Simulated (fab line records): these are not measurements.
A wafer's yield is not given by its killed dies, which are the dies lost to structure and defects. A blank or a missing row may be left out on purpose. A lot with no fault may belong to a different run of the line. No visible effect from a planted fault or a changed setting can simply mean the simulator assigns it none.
fab line records + flow nandHarc
[record]
- lots = 5
- wafers = 15
- lastDay = 33
route steps=1302 shown A_M1@1199 A_BONDPAD@1202 END@1302
lots that met no fault: taken from a fault-free run of the same line
startH: the number of hours between the record's first day and the start of the first shown wafer of the lot + waitH: time in hours since the lot's previous step + " same as the row above + L1.1+2: a row that stands for several wafers + - value missing, or start not given + * or withheld: withheld + < > ~ a bound
route shown NAME@n: a module of which the file shows steps, and the number in the route of the first + usual: mean/standard deviation taken from wafers without a fault + same: alike in all rows + chamber/n: place in a boat + sites: readings site by site + _std_site: their standard deviation + _edge_site: the outer-site mean with the inner-site mean subtracted + radiusMm: how far each site lies from the wafer's centre + mask NAME#n: copy n + behind: tool/chamber where the wafer was last shaped + hold: why the lot was held/for how many hours/how that ended + device: names the non-switching transistor (n, p or np) + end of line: the route-end tests of the same wafers + a step given without rows: its recipe and nothing more + killed: dies lost to structure and defects at the first sort, not the wafer's yield + map: dies across one wafer; x = killed, . = not, _ = none there
set.NAME: the run value of the setting; set.NAME@STEP: its run value at that earlier step + model.NAME: the simulator's own value behind a step, which no gauge read
lots at some steps of the route; a table a step, a row a wafer
services: the hour from which a tool's chamber was out of use, counted from the record's first day as startH (under 0 if before that day), plus the number of hours and why
[[steps]]
[step NHARC_A_M1_INSPECT_27]
[usual]
- rawDefectCount = 559/120
| lot.wafer | tool             | chamber | startH | waitH | rawDefectCount |
|-----------|------------------|---------|--------|-------|----------------|
| L828.4    | defectInspect-02 | -       | 611.23 | 0.0   | 732            |
| L828.5    | "                | -       | "      | "     | 563            |
| L828.6    | "                | -       | "      | "     | 615            |
| L836.2    | defectInspect-01 | -       | 700.47 | 0.0   | 576            |
| L836.4    | "                | -       | "      | "     | 649            |
| L836.5    | "                | -       | "      | "     | 443            |
| L842.3    | defectInspect-01 | -       | 739.34 | 0.0   | 832            |
| L842.4    | "                | -       | "      | "     | 460            |
| L842.6    | "                | -       | "      | "     | 410            |
| L840.2    | defectInspect-01 | -       | 747.67 | 0.0   | 522            |
| L840.4    | "                | -       | "      | "     | 569            |
| L840.5    | "                | -       | "      | "     | 660            |
| L843.1    | defectInspect-01 | -       | 751.00 | 0.0   | 425            |
| L843.5    | "                | -       | "      | "     | 580            |
| L843.6    | "                | -       | "      | "     | 448            |
[step NHARC_A_M1_PRE_CLEAN_32]
[recipe]
- timeS = 12
- tempC = 370
- rfPowerW = 300
- gas = NH3
[usual]
- heaterPowerOuterW = 372/47
- heaterPowerW = 633/60
| lot.wafer | tool     | chamber | startH | waitH | heaterPowerOuterW | heaterPowerW |
|-----------|----------|---------|--------|-------|-------------------|--------------|
| L828.6    | pecvd-01 | 2       | 611.34 | 0.1   | 316               | 549          |
| L828.5    | "        | 0       | "      | "     | 453               | 768          |
| L828.4    | "        | 1       | "      | "     | 351               | 637          |
| L836.2    | pecvd-04 | 2       | 700.63 | 0.2   | 287               | 561          |
| L836.4    | "        | 0       | "      | "     | 446               | 695          |
| L836.5    | "        | 2       | "      | "     | 285               | 557          |
| L842.3    | pecvd-01 | 0       | 739.40 | 0.1   | 429               | 727          |
| L842.4    | "        | 1       | "      | "     | 366               | 667          |
| L842.6    | "        | 2       | "      | "     | 309               | 512          |
| L840.2    | pecvd-03 | 0       | 747.73 | 0.1   | 407               | 621          |
| L840.5    | "        | 0       | "      | "     | 394               | 622          |
| L840.4    | "        | 1       | "      | "     | 429               | 712          |
| L843.1    | pecvd-04 | 2       | 751.07 | 0.1   | 314               | 596          |
| L843.5    | "        | 0       | "      | "     | 419               | 683          |
| L843.6    | "        | 1       | "      | "     | 340               | 608          |
[step NHARC_A_M1_DEP_33]
[recipe]
- targetThkA = 300
- tempC = 370
- targetThkNm = 30
- pressureTorr = 3
- flowSccm = 200
- rfW = 450
- material = SiCN
[usual]
- heaterPowerOuterW = 333/48
- heaterPowerW = 580/64
| lot.wafer | tool     | chamber | startH | waitH | heaterPowerOuterW | heaterPowerW |
|-----------|----------|---------|--------|-------|-------------------|--------------|
| L828.6    | pecvd-01 | 2       | 611.51 | 0.2   | 298               | 509          |
| L828.5    | "        | 0       | "      | "     | 400               | 699          |
| L828.4    | "        | 1       | "      | "     | 259               | 507          |
| L836.2    | pecvd-04 | 2       | 700.77 | 0.1   | 263               | 527          |
| L836.4    | "        | 0       | "      | "     | 341               | 549          |
| L836.5    | "        | 2       | "      | "     | 263               | 522          |
| L842.3    | pecvd-01 | 0       | 739.48 | 0.1   | 398               | 678          |
| L842.4    | "        | 1       | "      | "     | 318               | 590          |
| L842.6    | "        | 2       | "      | "     | 302               | 502          |
| L840.2    | pecvd-03 | 0       | 747.81 | 0.1   | 347               | 547          |
| L840.5    | "        | 0       | "      | "     | 343               | 552          |
| L840.4    | "        | 1       | "      | "     | 341               | 586          |
| L843.1    | pecvd-04 | 2       | 751.15 | 0.1   | 232               | 483          |
| L843.5    | "        | 0       | "      | "     | 350               | 583          |
| L843.6    | "        | 1       | "      | "     | 370               | 672          |
[step NHARC_A_BONDPAD_DEP_00]
[recipe]
- targetThkA = 2500
- tempC = 370
- targetThkNm = 250
- pressureTorr = 3
- flowSccm = 200
- rfW = 450
- material = SiCN
[usual]
- heaterPowerOuterW = 326/41
- heaterPowerW = 560/52
| lot.wafer | tool     | chamber | startH | waitH | heaterPowerOuterW | heaterPowerW |
|-----------|----------|---------|--------|-------|-------------------|--------------|
| L828.6    | pecvd-03 | 0       | 612.09 | -     | 336               | 550          |
| L828.4    | "        | 1       | "      | "     | 339               | 565          |
| L828.5    | "        | 2       | "      | "     | 303               | 529          |
| L836.2    | pecvd-02 | 1       | 701.23 | -     | 326               | 575          |
| L836.5    | "        | 1       | "      | "     | 335               | 592          |
| L836.4    | "        | 0       | "      | "     | 289               | 484          |
| L842.3    | pecvd-02 | 0       | 740.04 | -     | 345               | 578          |
| L842.4    | "        | 0       | "      | "     | 356               | 571          |
| L842.6    | "        | 1       | "      | "     | 249               | 477          |
| L840.2    | pecvd-02 | 2       | 748.70 | -     | 254               | 476          |
| L840.4    | "        | 2       | "      | "     | 261               | 493          |
| L840.5    | "        | 0       | "      | "     | 344               | 540          |
| L843.1    | pecvd-03 | 2       | 751.79 | -     | 351               | 577          |
| L843.6    | "        | 1       | "      | "     | 406               | 684          |
| L843.5    | "        | 2       | "      | "     | 353               | 577          |
[step NHARC_A_BONDPAD_CMP_29]
[recipe]
- targetThkNm = 200
- material = SiCN
[usual]
- motorCurrentA = 12.2/1
| lot.wafer | tool   | chamber | startH | waitH | motorCurrentA |
|-----------|--------|---------|--------|-------|---------------|
| L828.4    | cmp-04 | 0       | 612.39 | -     | 13.5          |
| L828.6    | "      | 3       | "      | "     | 12.0          |
| L828.5    | "      | 0       | "      | "     | 12.9          |
| L836.2    | cmp-01 | 3       | 701.64 | -     | 10.6          |
| L836.4    | "      | 1       | "      | "     | 12.2          |
| L836.5    | "      | 0       | "      | "     | 12.5          |
| L842.3    | cmp-04 | 3       | 740.49 | -     | 11.6          |
| L842.4    | "      | 0       | "      | "     | 12.8          |
| L842.6    | "      | 1       | "      | "     | 12.4          |
| L840.2    | cmp-03 | 0       | 749.19 | 0.4   | 12.4          |
| L840.4    | "      | 2       | "      | "     | 15.6          |
| L840.5    | "      | 0       | "      | "     | 12.6          |
| L843.1    | cmp-03 | 1       | 752.18 | -     | 11.6          |
| L843.5    | "      | 2       | "      | "     | 15.1          |
| L843.6    | "      | 3       | "      | "     | 11.0          |
[step NHARC_A_BONDPAD_THK_MEAS_30]
[recipe]
- thkMeasGauge = ellipsometry
[usual]
- thkNm = 200.0/1.4
| lot.wafer | tool         | chamber | startH | waitH | thkNm |
|-----------|--------------|---------|--------|-------|-------|
| L828.4    | filmMetro-02 | -       | 612.61 | 0.2   | 202.1 |
| L828.5    | "            | -       | "      | "     | 200.4 |
| L828.6    | "            | -       | "      | "     | 200.4 |
| L836.2    | filmMetro-02 | -       | 701.90 | 0.2   | 199.0 |
| L836.4    | "            | -       | "      | "     | 200.1 |
| L836.5    | "            | -       | "      | "     | 201.0 |
| L842.3    | filmMetro-02 | -       | 740.69 | 0.2   | 199.8 |
| L842.4    | "            | -       | "      | "     | 197.9 |
| L842.6    | "            | -       | "      | "     | 197.7 |
| L840.2    | filmMetro-02 | -       | 749.42 | 0.2   | 198.0 |
| L840.4    | "            | -       | "      | "     | 197.9 |
| L840.5    | "            | -       | "      | "     | 201.0 |
| L843.1    | filmMetro-02 | -       | 752.36 | 0.2   | 197.4 |
| L843.5    | "            | -       | "      | "     | 199.0 |
| L843.6    | "            | -       | "      | "     | 201.2 |
[step NHARC_A_BONDPAD_SRD_31]
[step NHARC_A_BONDPAD_DEHYDRATE_01]
[recipe]
- tempC = 150
- timeS = 120
[step NHARC_A_BONDPAD_HMDS_02]
[recipe]
- timeS = 30
[step NHARC_A_BONDPAD_COAT_33]
[recipe]
- tempC = 200
- timeS = 65
[step NHARC_A_BONDPAD_COAT_03]
[recipe]
- spinRpm = 2000
- resistThkNm = 600
[step NHARC_A_BONDPAD_SOFTBAKE_04]
[recipe]
- tempC = 125
- timeS = 70
[usual]
- heaterPowerTotalW = 200.9/1.3
| lot.wafer | tool          | chamber | startH | waitH | heaterPowerTotalW |
|-----------|---------------|---------|--------|-------|-------------------|
| L828.4    | lithoTrack-05 | 0       | 612    | -     | 199.4             |
| L828.5    | "             | 0       | "      | "     | 199.6             |
| L828.6    | "             | 0       | "      | "     | 201.8             |
| L836.2    | lithoTrack-03 | 0       | 702    | -     | 198.8             |
| L836.4    | "             | 0       | "      | "     | 199.1             |
| L836.5    | "             | 0       | "      | "     | 333.1             |
| L842.3    | lithoTrack-02 | 0       | 740    | -     | 202.2             |
| L842.4    | "             | 0       | "      | "     | 202.5             |
| L842.6    | "             | 0       | "      | "     | 201.0             |
| L840.2    | lithoTrack-02 | 0       | 749    | -     | 199.1             |
| L840.4    | "             | 0       | "      | "     | 199.4             |
| L840.5    | "             | 0       | "      | "     | 199.1             |
| L843.1    | lithoTrack-03 | 0       | 752    | -     | 202.6             |
| L843.5    | "             | 0       | "      | "     | 198.9             |
| L843.6    | "             | 0       | "      | "     | 199.4             |
[step NHARC_A_BONDPAD_EBR_05]
[step NHARC_END_SORT_01]
[recipe]
- tempC = 25
[usual]
- defectLimitedYield = 90/3.3
- killedAtArray = 61/23
- killedAtOther = 1.3/1.4
- killedAtPeriphery = 4.0/2.6
- killedDies = 66/22
- killedOpen = 3.4/1.8
- killedShort = 2.3/1.4
[same]
- grossDies = 677
| lot.wafer | tool      | chamber | startH | waitH | defectLimitedYield[%] | killedAtArray | killedAtOther | killedAtPeriphery | killedDies | killedOpen | killedShort |
|-----------|-----------|---------|--------|-------|-----------------------|---------------|---------------|-------------------|------------|------------|-------------|
| L828.4    | prober-01 | 0       | 643.01 | 3.4   | 83                    | 115           | 0             | 2                 | 117        | 4          | 3           |
| L828.5    | prober-01 | 0       | 643.81 | 3.7   | 85                    | 101           | 1             | 2                 | 104        | 5          | 3           |
| L828.6    | prober-01 | 0       | 644.60 | 4.0   | 83                    | 106           | 3             | 3                 | 112        | 2          | 3           |
| L843.1    | prober-01 | 0       | 779.85 | 2.5   | 94                    | 39            | 3             | 0                 | 42         | 2          | 2           |
| L843.5    | prober-01 | 0       | 783.03 | 3.7   | 93                    | 46            | 1             | 3                 | 50         | 5          | 2           |
| L843.6    | prober-01 | 0       | 783.82 | 4.0   | 91                    | 54            | 1             | 4                 | 59         | 5          | 1           |
// killed by level:class
L828.4 A_CHANNEL_HOLE_D2:chamberFilmFlake=35 A_CHANNEL_HOLE_D1:chamberFilmFlake=34 A_SLIT:chamberFilmFlake=33 A_STAIRCASE:chamberFilmFlake=4 P_STI:chamberFilmFlake=2 A_ONON_D1:geometricParticle:open=1 A_CHANNEL_FILL_D1:geometricParticle:open=1 A_DECK1_JOINT:geometricParticle:open=1
L828.5 A_CHANNEL_HOLE_D2:chamberFilmFlake=33 A_CHANNEL_HOLE_D1:chamberFilmFlake=31 A_SLIT:chamberFilmFlake=26 A_STAIRCASE:chamberFilmFlake=3 A_BLC:geometricParticle:open=2 P_GATE:geometricParticle:short=1 P_M0:geometricParticle:short=1 A_ONON_D1:geometricParticle:short=1
L828.6 A_SLIT:chamberFilmFlake=39 A_CHANNEL_HOLE_D1:chamberFilmFlake=30 A_CHANNEL_HOLE_D2:chamberFilmFlake=30 A_STAIRCASE:chamberFilmFlake=2 A_ONON_D1:geometricParticle:short=1 A_DECK1_JOINT:geometricParticle:short=1 A_CONTACT:geometricParticle:open=1 STARTING-WAFER:geometricParticle:open=1
L843.1 A_CHANNEL_HOLE_D1:chamberFilmFlake=12 A_SLIT:chamberFilmFlake=8 A_CONTACT:chamberFilmFlake=6 A_CHANNEL_FILL_D1:chamberFilmFlake=4 THIN_TSV:chamberFilmFlake=3 A_CHANNEL_FILL_D2:chamberFilmFlake=2 A_DECK1_JOINT:geometricParticle:short=1 A_CHANNEL_FILL_D2:geometricParticle:short=1
L843.5 A_CHANNEL_HOLE_D1:chamberFilmFlake=20 A_SLIT:chamberFilmFlake=8 A_CONTACT:chamberFilmFlake=5 A_WL_FILL:chamberFilmFlake=3 A_BLC:geometricParticle:open=2 A_CHANNEL_FILL_D2:chamberFilmFlake=2 P_GATE:geometricParticle:open=1 A_ONON_D1:geometricParticle:short=1
L843.6 A_CHANNEL_HOLE_D1:chamberFilmFlake=23 A_SLIT:chamberFilmFlake=12 A_CONTACT:chamberFilmFlake=10 P_M0:geometricParticle:open=4 A_WL_FILL:chamberFilmFlake=3 A_CHANNEL_FILL_D1:chamberFilmFlake=2 A_WL_FILL:geometricParticle:open=1 STARTING-WAFER:geometricParticle:short=1
[[services]]
| tool          | chamber | startH | hours | kind      |
|---------------|---------|--------|-------|-----------|
| pecvd-02      | -       | 589.11 | 13.0  | pm        |
| cmp-01        | -       | 590.99 | 0.8   | repair    |
| pecvd-01      | 2       | 596.44 | 11.5  | repair    |
| cmp-04        | -       | 601.10 | 4.0   | pm        |
| lithoTrack-03 | -       | 625.00 | 7.0   | pm        |
| pecvd-02      | 1       | 630.30 | 4.9   | repair    |
| pecvd-04      | -       | 631.54 | 13.0  | pm        |
| pecvd-04      | 0       | 631.54 | 13.0  | ventCycle |
| pecvd-04      | 1       | 631.54 | 13.0  | ventCycle |
| pecvd-04      | 2       | 631.54 | 13.0  | ventCycle |
| pecvd-04      | 0       | 644.54 | -     | clean     |
| cmp-03        | -       | 654.88 | 1.0   | repair    |
| pecvd-01      | -       | 673.06 | 13.0  | pm        |
| cmp-01        | -       | 675.50 | 4.0   | pm        |
| cmp-04        | -       | 679.78 | 0.2   | repair    |
| cmp-03        | -       | 684.39 | 4.0   | pm        |
| pecvd-01      | -       | 694.62 | 0.5   | repair    |
| cmp-04        | -       | 699.10 | 4.0   | pm        |
| pecvd-01      | -       | 701.00 | 0.8   | repair    |
| pecvd-03      | -       | 728.39 | 13.0  | pm        |
| cmp-01        | -       | 736.13 | 0.3   | repair    |
| pecvd-02      | 1       | 744.63 | 7.8   | repair    |
| cmp-01        | -       | 748.56 | 0.2   | repair    |
| lithoTrack-02 | -       | 752.00 | 7.0   | pm        |
[[key]]
[firstSign]
- step = NHARC_A_BONDPAD_SOFTBAKE_04
- reading = heaterPowerTotalW
- direction = up
- sigmas = 99+
- usual = *
- struck = *
effect none on later readings
metAt NHARC_A_BONDPAD_SOFTBAKE_04
struckWafers L836.5
[fault]
- kind = processParameterDrift
- tool = lithoTrack-03
- chamber = -
- onsetH = 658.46
- steps = NHARC_A_BONDPAD_SOFTBAKE_04
- channel = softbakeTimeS
- offset = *
- shape = step
- endH = 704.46
- scope = struckWafersOnly
- actsIn = *
- stated = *
